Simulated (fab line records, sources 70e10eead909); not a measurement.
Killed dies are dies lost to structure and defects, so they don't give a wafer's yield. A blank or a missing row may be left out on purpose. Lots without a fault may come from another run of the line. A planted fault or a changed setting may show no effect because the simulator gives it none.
Which tool did it? | flow nand_harc | 11 lots, 33 wafers sampled, at 5 steps of a route of 1302

WHAT THE GAUGES READ, wafer by wafer
NHARC_A_BLC_CD_MEAS_10: target cd 100 nm.
lot  | measured     | on        | cd_nm (nm)
L111 | day 23 17:46 | cd_sem-02 | 99.2 99.7 98.7
L115 | day 25 02:10 | cd_sem-01 | 99.1 100.1 99.3
L116 | day 25 07:05 | cd_sem-01 | 99.5 99.8 100.0
L121 | day 27 01:14 | cd_sem-01 | 92.2 91.8 92.4
L120 | day 27 03:14 | cd_sem-01 | 92.9 93.0 93.7
L125 | day 28 09:13 | cd_sem-03 | 100.1 99.4 100.4
L124 | day 28 13:51 | cd_sem-01 | 99.3 100.0 100.3
L123 | day 28 14:50 | cd_sem-01 | 99.7 100.2 100.1
L129 | day 30 09:02 | cd_sem-02 | 99.0 99.2 99.6
L131 | day 31 14:55 | cd_sem-01 | 99.9 99.2 99.4
L132 | day 32 03:21 | cd_sem-02 | 100.6 100.0 100.0

WHICH TOOL RAN EACH LOT (tool, then ch and the chambers of the sampled wafers, then the start)
lot  | NHARC_A_CONTACT_ETCH_139             | NHARC_A_CONTACT_ETCH_92            | NHARC_A_CONTACT_ETCH_110           | NHARC_A_BLC_PEB_08
L111 | har_cap_etch-03 ch 0,1, day 23 13:46 | rie_diel-12 ch 1,2,3, day 23 14:17 | rie_diel-12 ch 2,3, day 23 15:02   | litho_track-01 ch 0, day 23 17:41
L115 | har_cap_etch-02 ch 1, day 24 22:25   | rie_diel-12 ch 0,1, day 24 23:02   | rie_diel-12 ch 0,1, day 24 23:35   | litho_track-01 ch 0, day 25 02:05
L116 | har_cap_etch-01 ch 0,1, day 25 03:31 | rie_diel-13 ch 1,2, day 25 04:01   | rie_diel-02 ch 0,1,3, day 25 04:32 | litho_track-01 ch 0, day 25 07:00
L121 | har_cap_etch-02 ch 0,1, day 26 21:31 | rie_diel-12 ch 0,1,2, day 26 22:05 | rie_diel-02 ch 0,1,2, day 26 22:35 | litho_track-01 ch 0, day 27 01:09
L120 | har_cap_etch-01 ch 0,1, day 26 23:25 | rie_diel-02 ch 0,1, day 27 00:04   | rie_diel-02 ch 1,3, day 27 00:35   | litho_track-01 ch 0, day 27 03:09
L125 | har_cap_etch-01 ch 1, day 28 05:29   | rie_diel-12 ch 1,3, day 28 06:04   | rie_diel-12 ch 1,2,3, day 28 06:34 | litho_track-06 ch 0, day 28 09:08
L124 | har_cap_etch-03 ch 0,1, day 28 10:11 | rie_diel-12 ch 0,2,3, day 28 10:43 | rie_diel-12 ch 0,3, day 28 11:12   | litho_track-06 ch 0, day 28 13:46
L123 | har_cap_etch-01 ch 0,1, day 28 11:14 | rie_diel-13 ch 1,2,3, day 28 11:42 | rie_diel-12 ch 1,2, day 28 12:17   | litho_track-04 ch 0, day 28 14:44
L129 | har_cap_etch-03 ch 0,1, day 30 04:25 | rie_diel-12 ch 0,1,3, day 30 04:55 | rie_diel-12 ch 0,1,2, day 30 05:38 | litho_track-04 ch 0, day 30 08:58
L131 | har_cap_etch-02 ch 0,1, day 31 11:11 | rie_diel-13 ch 0,1,2, day 31 11:43 | rie_diel-13 ch 1,2,3, day 31 12:17 | litho_track-06 ch 0, day 31 14:50
L132 | har_cap_etch-03 ch 0,1, day 31 23:44 | rie_diel-12 ch 0,1,3, day 32 00:19 | rie_diel-13 ch 1,2, day 32 00:50   | litho_track-04 ch 0, day 32 03:16
- NHARC_A_CONTACT_ETCH_139: etches the open film in C4F8/O2/Ar, time 195 s, target depth 840 nm.
- NHARC_A_CONTACT_ETCH_92: etches the open film in CH3F/O2, target depth 40 nm, time 85.7 s.
- NHARC_A_CONTACT_ETCH_110: etches the open film in CF4/O2, target depth 60 nm, overetch 6 nm, time 33 s.
- NHARC_A_BLC_PEB_08: peb time 65 s.

THE ANSWER, worked out from the rows above alone
Rule: what is usual is taken from the lots themselves. Put in order of their means at a reading, lots are off if they are a third of the lots or fewer, leave a main group of 4 or more, and stand apart from it by a gap of 3 or more times the standard deviation of the main group's means; of several such gaps the widest counts. A main group whose means are all the same, to the digits that the tables above print for the reading, isn't used. A lot without any number at a reading at which 4 lots or more have one is off too. The other lots that the step has rows for count as sound.
Off: L121, L120, at NHARC_A_BLC_CD_MEAS_10 (cd_nm). The main group: mean 99.7 nm, standard deviation 0.33.
A tool fits if, at a process step before that reading, it ran every lot that is off, and no sound lot after the first of them. The gauges at NHARC_A_BLC_CD_MEAS_10 are tried like those tools. Can't be told from this: 2 tools fit, rie_diel-02 at NHARC_A_CONTACT_ETCH_110, litho_track-01 at NHARC_A_BLC_PEB_08.

WHAT THE SIMULATOR HAD PUT IN
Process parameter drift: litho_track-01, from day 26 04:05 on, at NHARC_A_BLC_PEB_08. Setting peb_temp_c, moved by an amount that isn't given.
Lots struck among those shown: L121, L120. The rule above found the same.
